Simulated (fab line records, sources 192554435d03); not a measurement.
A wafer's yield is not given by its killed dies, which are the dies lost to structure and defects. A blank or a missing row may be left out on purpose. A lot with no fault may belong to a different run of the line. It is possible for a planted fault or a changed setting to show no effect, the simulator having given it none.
Split-lot trial | flow n5-finfet | 21 wafers read across 7 lots, on a route 1938 steps long

== ABOUT THE SPLIT ==
At N5_BEOL_M4_VIA_ETCH_34 (etches the open film in C4F6/O2, target depth 69.4 nm, time 65.9 s), the setting source-w was moved away from the recipe's 350 W on 8 of the 21 wafers read, by -14.7% to +7.4%. All remaining wafers had this setting at the recipe value.

Reading taken at the split's own step.

== THE READING ==
rf-vpp-V, in V, at N5_BEOL_M4_VIA_ETCH_34 (etches the open film in C4F6/O2, target depth 69.4 nm, time 65.9 s). A value of 664 V with a standard deviation of 6.2 V is what fault-free wafers of this fab line usually give.

wafer  | tool, chamber at the split | source-w as run, W | against the recipe | rf-vpp-V, V | against lot-mates on the recipe
L077.1 | rie-diel-06, 0             | 320                | -8.6%              | 680         | +7
L077.2 | rie-diel-06, 1             | 320                | -8.6%              | 694         | +21
L077.4 | rie-diel-06, 3             | 350                | recipe             | 673         | -
L082.1 | rie-diel-06, 3             | 350                | recipe             | 675         | -
L082.4 | rie-diel-06, 0             | 372.6              | +6.5%              | 633         | -30
L082.5 | rie-diel-06, 0             | 350                | recipe             | 651         | -
L085.1 | rie-diel-03, 0             | 350                | recipe             | 660         | -
L085.3 | rie-diel-03, 2             | 375.8              | +7.4%              | 638         | -26
L085.4 | rie-diel-03, 3             | 350                | recipe             | 668         | -
L086.2 | rie-diel-06, 2             | 350                | recipe             | 654         | -
L086.5 | rie-diel-06, 3             | 350                | recipe             | 673         | -
L086.6 | rie-diel-06, 2             | 299.4              | -14.5%             | 705         | +42
L089.1 | rie-diel-03, 3             | 350                | recipe             | 668         | -
L089.3 | rie-diel-03, 3             | 350                | recipe             | 668         | -
L089.4 | rie-diel-03, 1             | 350                | recipe             | 667         | -
L092.2 | rie-diel-05, 3             | 298.6              | -14.7%             | 726         | +55
L092.4 | rie-diel-05, 0             | 350                | recipe             | 671         | -
L092.6 | rie-diel-05, 1             | 298.6              | -14.7%             | 722         | +51
L094.3 | rie-diel-03, 0             | 350                | recipe             | 659         | -
L094.5 | rie-diel-03, 1             | 350                | recipe             | 665         | -
L094.6 | rie-diel-03, 0             | 307.9              | -12.0%             | 702         | +40

THE FIT
A straight line over all 21 wafers: rf-vpp-V changes by -3.5 V for each +1% of source-w; r = -0.95; the points scatter about the line by 8.1 V.
The same after taking each lot's own level away (the mean of its wafers on the recipe; 21 wafers): -3.27 V for each +1%; r = -0.94; scatter 7.7 V.
According to that fit, moving source-w by its largest amount changes the reading by 48 V.
The lots' own levels span 662.0 to 673.0 V, that is 1.8 times the standard deviation above.
So the lot-to-lot level changes the slope little: the two slopes agree.
Check: for one of the wafers moved furthest among these (-14.7%), held out of the fit, the line's prediction against its lot-mates is +44.1 V. Against them it came out at +55 V.
Tool readings at the split's step, against how far the setting was moved: rf-vpp-V r = -0.95.

== FURTHER SPLITS ON THESE WAFERS ==
Before the reading, these wafers also passed through other splits. Each is held against what the fit with the lots' levels taken away leaves over:
other split on the same wafers | wafers away from the commonest value | r with rf-vpp-V (lot level and that fit taken away)
N5_BEOL_M4_EXPOSE_08 dose-mj   | 8                                    | -0.05

== THE WHOLE CHAIN: every reading that the file lists as answering this split, in the file's order ==
step                   | what it does                                                       | reading                                                        | change (the file's fit)               | r (the file's)
N5_BEOL_M4_VIA_ETCH_34 | etches the open film in C4F6/O2, target depth 69.4 nm, time 65.9 s | rf-vpp-V                                                       | -3.21 V for each +1% of the setting   | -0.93
N5_BEOL_M4_VIA_ETCH_34 | etches the open film in C4F6/O2, target depth 69.4 nm, time 65.9 s | etch.depth-nm (the simulator's own value, which no gauge read) | +0.302 nm for each +1% of the setting | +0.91

== THE FILE'S OWN FIT ==
rf-vpp-V changes by -3.21 V for each +1% of source-w, r = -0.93.
